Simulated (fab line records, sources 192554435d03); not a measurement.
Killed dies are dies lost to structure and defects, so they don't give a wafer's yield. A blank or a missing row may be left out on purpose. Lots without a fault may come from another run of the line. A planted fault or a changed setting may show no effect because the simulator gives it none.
fab line records | flow n5_finfet
record lots=11 wafers=30 last_day=18
route steps=1938 shown BEOL_M2@899 BEOL_M4@1111 PASSIVATION@1936
lots that met no fault: from a run of the same line without faults
start_h: hours from the record's first day to the start of the lot's first wafer shown | wait_h: hours since the lot's step before | " the same as in the row above | L1.1+2: a row that stands for several wafers | - no value, or no start given | * or withheld: withheld | < > ~ a bound
route shown NAME@n: a module of which the file shows steps, and the number in the route of the first | usual: mean/standard deviation of fault-free wafers | same: alike in all rows | chamber/n: place in a boat | sites: the reading at each site | _std_site: their standard deviation | _edge_site: outer sites' mean less inner sites' | radius_mm: how far each site lies from the wafer's centre | mask NAME#n: copy n | behind: the tool/chamber that last shaped the wafer | hold: why the lot was held/for how many hours/how that ended | device: the transistor (n, p or np) that didn't switch | end of line: the same wafers' tests at the end of the route | a step without rows: its recipe alone | killed: dies lost to structure and defects at the first sort, not the wafer's yield | map: a wafer's dies, x killed, . not, _ none there
set.NAME: the setting as run; set.NAME@STEP: as run at that earlier step | model.NAME: the simulator's own value behind a step, which no gauge read
steps of the route over a sample of lots; a table a step, a row a wafer
services: from which hour (start_h, from the record's first day; less than 0 if before it) a tool's chamber was out of use, for how many hours, and why
## steps
# step N5_BEOL_M2_DEGAS_44
# recipe ambient=vacuum temp_c=250 time_s=60
# usual heater_power_w=341/27
# columns lot.wafer tool chamber start_h wait_h heater_power_w
L654.2 pvd_sputter-01 - 176.80 0.2 346
L654.4 " - " " 308
L654.6 " - " " 337
L658.1 pvd_sputter-02 - 199.97 0.4 298
L658.3 " - " " 366
L658.4 " - " " 364
L659.1 pvd_sputter-03 - 205.46 0.4 328
L659.3 " - " " 292
L659.6 " - " " 346
L660.3 pvd_sputter-01 - 218.04 0.3 364
L660.4 " - " " 310
L660.5 " - " " 348
L661.4 pvd_sputter-02 - 226.31 0.0 357
L661.5 " - " " 313
L661.6 " - " " 357
L662.1 pvd_sputter-02 - 231.09 0.4 308
L662.2 " - " " 364
L662.5 " - " " 365
L665.1 pvd_sputter-01 - 239.71 0.2 384
L665.2 " - " " 307
L665.5 " - " " 345
L666.3 pvd_sputter-02 - 257.09 0.2 302
L666.6 " - " " 310
L667.3 pvd_sputter-03 - 267.64 1.7 287
L667.4 " - " " 340
L670.3 pvd_sputter-03 - 272.08 0.3 282
L670.5 " - " " 359
L672.1 pvd_sputter-01 - 282.19 0.4 370
L672.4 " - " " 354
L672.6 " - " " 378
# step N5_BEOL_M2_ALD_84
# recipe material=TaN target_thk_a=* temp_c=275 ald_precursor_family=PDMAT ald_co_reactant=NH3 pressure_torr=3 carrier_flow_sccm=1500 pulse_time_s=2 purge_time_s=3 co_reactant_purge_time_s=2 co_reactant_pulse_time_s=3 ald_cycles=30 precursor_vessel_temp_c=75 precursor_vessel_pressure_torr=26.25 precursor_vessel_carrier_sccm=1000
# usual ald_cycles=30/0 heater_power_w=411/32
# same co_reactant_pulse_time_s=3
# columns lot.wafer tool chamber start_h wait_h ald_cycles heater_power_w
L654.2 ald_metal-04 3 176.99 0.1 30 448
L654.4 " 1 " " 30 403
L654.6 " 1 " " 30 400
L658.1 ald_metal-04 2 200.07 0.0 30 401
L658.3 " 0 " " 30 367
L658.4 " 1 " " 30 410
L659.1 ald_metal-04 0 205.56 0.0 30 359
L659.3 " 1 " " 30 406
L659.6 " 2 " " 30 399
L660.3 ald_metal-04 0 218.16 0.1 30 366
L660.4 " 2 " " 30 400
L660.5 " 2 " " 30 399
L661.4 ald_metal-03 2 226.41 0.0 30 443
L661.5 " 1 " " 30 382
L661.6 " 0 " " 30 448
L662.1 ald_metal-03 1 231.24 0.1 30 387
L662.2 " 2 " " 30 424
L662.5 " 3 " " 30 381
L665.1 ald_metal-04 0 239.81 0.0 30 353
L665.2 " 3 " " 30 457
L665.5 " 1 " " 30 384
L666.3 ald_metal-03 0 257.19 0.0 29 438
L666.6 " 3 " " 30 381
L667.3 ald_metal-03 0 267.74 0.0 29 440
L667.4 " 1 " " 30 393
L670.3 ald_metal-03 0 272.20 0.1 29 439
L670.5 " 2 " " 29 431
L672.1 ald_metal-02 0 282.29 0.0 30 463
L672.4 " 1 " " 30 422
L672.6 " 0 " " 30 459
# step N5_BEOL_M2_SURFACE_TREAT_85
# recipe gas=Ar time_s=* ion_energy_ev=* ion_current_ma_cm2=0.5 pressure_mtorr=* ar_flow_sccm=30
# usual throttle_valve_pct=*
# columns lot.wafer tool chamber start_h wait_h throttle_valve_pct
L654.2 pvd_sputter-01 - 177.32 0.2 *
L654.4 " - " " *
L654.6 " - " " *
L658.1 pvd_sputter-01 - 200.47 0.3 *
L658.3 " - " " *
L658.4 " - " " *
L659.1 pvd_sputter-02 - 205.95 0.3 *
L659.3 " - " " *
L659.6 " - " " *
L660.3 pvd_sputter-02 - 218.41 0.2 *
L660.4 " - " " *
L660.5 " - " " *
L661.4 pvd_sputter-02 - 226.71 0.2 *
L661.5 " - " " *
L661.6 " - " " *
L662.1 pvd_sputter-02 - 231.53 0.2 *
L662.2 " - " " *
L662.5 " - " " *
L665.1 pvd_sputter-01 - 240.07 0.2 *
L665.2 " - " " *
L665.5 " - " " *
L666.3 pvd_sputter-02 - 257.43 0.1 *
L666.6 " - " " *
L667.3 pvd_sputter-01 - 268.01 0.2 *
L667.4 " - " " *
L670.3 pvd_sputter-02 - 272.50 0.2 *
L670.5 " - " " *
L672.1 pvd_sputter-03 - 282.51 0.1 *
L672.4 " - " " *
L672.6 " - " " *
# step N5_BEOL_M2_SPUTTER_48
# recipe material=Cu target_thk_a=45 temp_c=-20 chamber_pressure_pa=0.07 power_w=withheld time_s=8.29
# usual throttle_valve_pct=30.0/1.3
# columns lot.wafer tool chamber start_h wait_h throttle_valve_pct
L654.2 pvd_sputter-01 - 177.80 0.1 28.3
L654.4 " - " " 31.3
L654.6 " - " " 27.7
L658.1 pvd_sputter-02 - 200.89 0.3 29.9
L658.3 " - " " 30.2
L658.4 " - " " 30.2
L659.1 pvd_sputter-02 - 206.17 0.1 30.3
L659.3 " - " " 30.1
L659.6 " - " " 29.9
L660.3 pvd_sputter-01 - 218.66 0.1 31.3
L660.4 " - " " 27.8
L660.5 " - " " 29.1
L661.4 pvd_sputter-02 - 226.95 0.0 30.0
L661.5 " - " " 31.7
L661.6 " - " " 30.3
L662.1 pvd_sputter-01 - 231.75 0.1 27.5
L662.2 " - " " 29.2
L662.5 " - " " 29.2
L665.1 pvd_sputter-03 - 240.89 0.4 28.7
L665.2 " - " " 29.5
L665.5 " - " " 29.4
L666.3 pvd_sputter-03 - 257.70 0.1 29.0
L666.6 " - " " 32.0
L667.3 pvd_sputter-02 - 268.24 0.1 30.4
L667.4 " - " " 32.1
L670.3 pvd_sputter-02 - 272.78 0.1 30.3
L670.5 " - " " 30.0
L672.1 pvd_sputter-02 - 282.81 0.1 32.1
L672.4 " - " " 30.4
L672.6 " - " " 32.2
# step N5_BEOL_M4_RC_MEAS_101
# usual DIBL_N=35.9/1.3 DIBL_P=36.3/1.5 IOFF_N=0.153/0.023 IOFF_P=0.208/0.028 ION_N=672/9.7 ION_P=462/6.6 SS_N=71.5/0.53 SS_P=73.3/0.59 VT_N=250.4/2.7 VT_P=-250.5/3
# columns lot.wafer tool chamber start_h wait_h DIBL_N[mV/V] DIBL_P[mV/V] IOFF_N[nA/um] IOFF_P[nA/um] ION_N[uA/um] ION_P[uA/um] SS_N[mV/dec] SS_P[mV/dec] VT_N[mV] VT_P[mV]
L654.2 prober-02 0 211.64 0.2 35.9 36.9 0.143 0.198 655 451 71.9 72.9 253.9 -255.0
L654.4 " 0 " " 37.1 38.6 0.173 0.225 671 461 71.3 73.9 248.6 -249.8
L654.6 " 0 " " 34.8 36.6 0.137 0.194 666 459 70.9 72.7 251.7 -250.7
L658.1 prober-02 0 227.20 0.0 35.7 35.8 0.135 0.180 675 460 71.3 73.6 253.1 -249.9
L658.3 " 0 " " 37.4 38.7 0.173 0.224 684 471 71.7 73.5 247.8 -248.1
L658.4 " 0 " " 37.4 38.2 0.169 0.213 686 464 71.9 73.1 247.4 -251.0
L659.1 prober-01 0 236.63 0.0 35.1 34.6 0.125 0.201 666 466 70.8 72.6 253.6 -245.9
L659.3 " 0 " " 35.7 35.3 0.141 0.216 670 462 71.6 73.7 248.8 -247.0
L659.6 " 0 " " 35.5 34.3 0.130 0.203 668 463 71.7 73.0 253.1 -245.9
L660.3 prober-01 0 243.81 0.3 35.8 35.2 0.141 0.200 670 462 71.3 73.0 252.4 -250.8
L660.4 " 0 " " 34.1 32.7 0.116 0.167 649 450 70.6 72.7 257.0 -254.7
L660.5 " 0 " " 34.7 34.5 0.120 0.191 654 464 70.8 73.3 253.8 -251.3
L661.4 prober-02 0 251.67 0.5 36.8 35.5 0.161 0.211 677 454 71.4 74.0 253.2 -251.8
L661.5 " 0 " " 34.5 33.3 0.123 0.178 660 452 71.1 72.7 253.4 -253.1
L661.6 " 0 " " 35.1 33.3 0.129 0.176 659 454 71.6 73.3 254.8 -253.2
L662.1 prober-02 0 274.79 0.0 34.4 34.2 0.117 0.164 656 447 70.8 72.5 253.0 -251.7
L662.2 " 0 " " 36.0 36.0 0.137 0.192 656 452 71.7 72.9 252.0 -252.3
L662.5 " 0 " " 37.2 37.4 0.153 0.211 666 456 71.6 73.3 251.0 -252.4
L666.3 prober-01 0 279.48 0.3 35.2 36.0 0.140 0.176 667 455 71.5 73.7 252.1 -255.3
L666.6 " 0 " " 34.3 35.4 0.126 0.161 663 456 71.2 73.0 253.5 -255.1
L665.1 prober-02 0 279.92 0.0 36.5 37.9 0.160 0.218 675 461 70.8 73.0 251.5 -249.8
L665.2 " 0 " " 36.5 37.4 0.157 0.206 682 459 71.5 73.5 254.7 -253.8
L665.5 " 0 " " 36.9 37.7 0.169 0.215 669 455 71.6 73.4 251.7 -250.4
L667.3 prober-02 0 305.15 0.3 36.1 35.9 0.158 0.198 679 460 71.5 73.5 250.2 -250.3
L667.4 " 0 " " 35.8 36.2 0.146 0.207 666 456 71.8 73.4 252.1 -248.1
L670.3 prober-02 0 313.48 0.3 36.4 37.5 0.170 0.215 691 468 71.4 74.6 248.6 -250.0
L670.5 " 0 " " 36.6 37.4 0.165 0.209 679 462 71.7 73.0 249.0 -248.8
L672.1 prober-02 0 336.40 0.0 35.8 35.8 0.145 0.211 689 473 70.6 72.9 248.5 -249.6
L672.4 " 0 " " 35.0 34.7 0.134 0.189 679 469 70.9 72.8 250.8 -249.5
L672.6 " 0 " " 35.3 34.6 0.136 0.192 672 462 70.7 73.1 250.5 -249.6
# step N5_PASSIVATION_PROBE_49
# usual defect_limited_yield=91.1/1.5 killed_at_M0_to_M3=35/9.5 killed_at_M4_up=13/5.2 killed_at_contacts=12/6.1 killed_at_front_end=41/14 killed_at_other=3.8/2.9 killed_dies=105/17 killed_open=70/13 killed_short=33/8.4 sort_bin_5_function=5.1/0.97 sort_bin_6_memory=3.4/0.69 sort_n_pass=1075/17 sort_yield_pct=91.1/1.5
# same gross_dies=1180 killed_at_back_side=0 sort_bin_4_leakage[%]=0 sort_bin_8_speed[%]=0
# columns lot.wafer tool chamber start_h wait_h defect_limited_yield[%] killed_at_M0_to_M3 killed_at_M4_up killed_at_contacts killed_at_front_end killed_at_other killed_dies killed_open killed_short sort_bin_5_function[%] sort_bin_6_memory[%] sort_n_pass sort_yield_pct[%]
L654.2 prober-01 - 318.47 0.1 89.8 37 15 11 55 2 120 68 51 5.8 3.8 1060 89.8
L654.4 prober-01 - 318.57 0.2 91.4 25 13 5 55 3 101 56 45 5.3 3.1 1079 91.4
L654.6 prober-01 - 318.67 0.3 90.3 29 9 7 63 7 115 70 43 5.8 3.1 1065 90.3
L658.1 prober-01 - 337.05 0.0 91.7 28 10 13 46 1 98 76 21 4.6 3.6 1082 91.7
L658.3 prober-01 - 337.15 0.1 93.1 25 10 8 37 2 82 51 29 3.8 3.1 1098 93.1
L658.4 prober-01 - 337.20 0.2 92.9 33 9 8 34 0 84 47 35 3.7 2.9 1096 92.9
L666.3 prober-02 - 385.31 0.1 89.7 57 8 14 40 2 121 71 47 6.0 3.7 1059 89.7
L666.6 prober-02 - 385.46 0.3 88.3 42 11 43 38 4 138 86 52 6.2 4.9 1042 88.3
L672.1 prober-02 - 443.34 0.0 89.3 36 24 19 47 0 126 83 43 6.7 3.6 1054 89.3
L672.4 prober-02 - 443.49 0.2 87.9 38 8 10 86 1 143 86 57 8.0 3.6 1037 87.9
L672.6 prober-02 - 443.59 0.3 90.1 29 9 9 66 4 117 79 38 5.5 3.7 1063 90.1
# killed by level:class
L654.2 FIN_SAQP:geometric_particle:short=10 FIN_SAQP:geometric_particle:open=10 BEOL_M3:geometric_particle:open=9 MOL_CONTACT_COAG:geometric_particle:open=9 BEOL_M0_SAQP:geometric_particle:short=9 STI_FIN_REVEAL:geometric_particle:open=7 BEOL_M4:geometric_particle:open=7 GATE_CUT:geometric_particle:short=5
L654.4 FIN_SAQP:geometric_particle:short=11 FIN_SAQP:geometric_particle:open=8 STI_FIN_REVEAL:geometric_particle:open=7 GATE_CUT:geometric_particle:short=7 BEOL_M0_SAQP:geometric_particle:short=6 BEOL_M0_SAQP:geometric_particle:open=6 BEOL_M3:geometric_particle:short=6 DUMMY_GATE:geometric_particle:open=4
L654.6 DUMMY_GATE:geometric_particle:open=11 GATE_CUT:geometric_particle:short=10 STI_FIN_REVEAL:geometric_particle:open=8 FIN_SAQP:geometric_particle:open=7 FIN_SAQP:geometric_particle:short=7 BEOL_M0_SAQP:geometric_particle:open=7 BEOL_M3:geometric_particle:open=7 GATE_CUT:geometric_particle:open=6
L658.1 STI_FIN_REVEAL:geometric_particle:open=19 BEOL_M3:geometric_particle:open=11 MOL_CONTACT_COAG:geometric_particle:open=11 FIN_SAQP:geometric_particle:open=8 BEOL_M0_SAQP:geometric_particle:open=8 BEOL_M4:geometric_particle:open=6 FIN_SAQP:geometric_particle:short=4 STARTING-WAFER:geometric_particle:short=4
L658.3 STI_FIN_REVEAL:geometric_particle:open=9 FIN_SAQP:geometric_particle:open=8 MOL_CONTACT_COAG:geometric_particle:open=7 BEOL_M0_SAQP:geometric_particle:short=7 BEOL_M3:geometric_particle:open=7 FIN_SAQP:geometric_particle:short=6 BEOL_M0_SAQP:geometric_particle:open=4 GATE_CUT:geometric_particle:short=3
L658.4 BEOL_M3:geometric_particle:open=10 BEOL_M0_SAQP:geometric_particle:short=9 STI_FIN_REVEAL:geometric_particle:open=7 FIN_SAQP:geometric_particle:open=6 FIN_SAQP:geometric_particle:short=5 BEOL_M3:geometric_particle:short=5 STARTING-WAFER:geometric_particle:short=5 MOL_CONTACT_COAG:geometric_particle:short=4
L666.3 BEOL_M0_SAQP:geometric_particle:open=15 BEOL_M0_SAQP:geometric_particle:short=10 BEOL_M1:geometric_particle:open=10 FIN_SAQP:geometric_particle:short=9 MOL_CONTACT_COAG:geometric_particle:open=8 GATE_CUT:geometric_particle:short=7 BEOL_M2:geometric_particle:open=7 FIN_SAQP:geometric_particle:open=6
L666.6 MOL_CONTACT_COAG:geometric_particle:open=33 BEOL_M0_SAQP:geometric_particle:open=10 MOL_CONTACT_COAG:geometric_particle:short=10 BEOL_M3:geometric_particle:open=10 GATE_CUT:geometric_particle:short=8 FIN_SAQP:geometric_particle:short=6 STI_FIN_REVEAL:geometric_particle:open=6 BEOL_M0_SAQP:geometric_particle:short=6
L672.1 MOL_CONTACT_COAG:geometric_particle:open=17 FIN_SAQP:geometric_particle:open=11 BEOL_M2:geometric_particle:open=10 FIN_SAQP:geometric_particle:short=9 BEOL_M0_SAQP:geometric_particle:short=6 BEOL_M4:geometric_particle:open=6 BEOL_M0_SAQP:geometric_particle:open=6 BEOL_M5:geometric_particle:open=6
L672.4 FIN_SAQP:geometric_particle:short=23 STI_FIN_REVEAL:geometric_particle:open=19 FIN_SAQP:geometric_particle:open=12 BEOL_M2:geometric_particle:open=12 GATE_CUT:geometric_particle:short=11 MOL_CONTACT_COAG:geometric_particle:open=10 BEOL_M0_SAQP:geometric_particle:short=9 DUMMY_GATE:geometric_particle:open=8
L672.6 STI_FIN_REVEAL:geometric_particle:open=28 FIN_SAQP:geometric_particle:short=12 BEOL_M3:geometric_particle:open=10 MOL_CONTACT_COAG:geometric_particle:open=7 DUMMY_GATE:geometric_particle:open=5 BEOL_M0_SAQP:geometric_particle:short=5 BEOL_M0_SAQP:geometric_particle:open=4 STARTING-WAFER:geometric_particle:short=4
## services
# columns tool chamber start_h hours kind
ald_metal-03 - 162.67 2.8 pm
ald_metal-04 0 179.39 16.4 repair
ald_metal-04 - 187.95 1.2 pm
ald_metal-02 - 189.88 0.6 repair
ald_metal-04 - 211.64 0.9 repair
pvd_sputter-03 - 229.48 0.6 repair
ald_metal-04 3 242.19 5.7 repair
## key
first_sign step=N5_BEOL_M2_ALD_84 reading=ald_cycles direction=down sigmas=99+ usual=* struck=*
effect none on later readings
met_at N5_BEOL_M2_ALD_84
struck_lots L666,L667,L670
struck_wafers L666.3,L667.3,L670.3,L670.5
not_acting_at N5_BEOL_M2_DEGAS_44,N5_BEOL_M2_SURFACE_TREAT_85,N5_BEOL_M2_SPUTTER_48
onset_between 231.24 257.19
fault kind=process_parameter_drift tool=ald_metal-03 chamber=- onset_h=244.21 steps=N5_BEOL_M2_ALD_84 channel=ald_cycles offset=* shape=step end_h=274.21 scope=struck_wafers_only acts_in=* stated=*
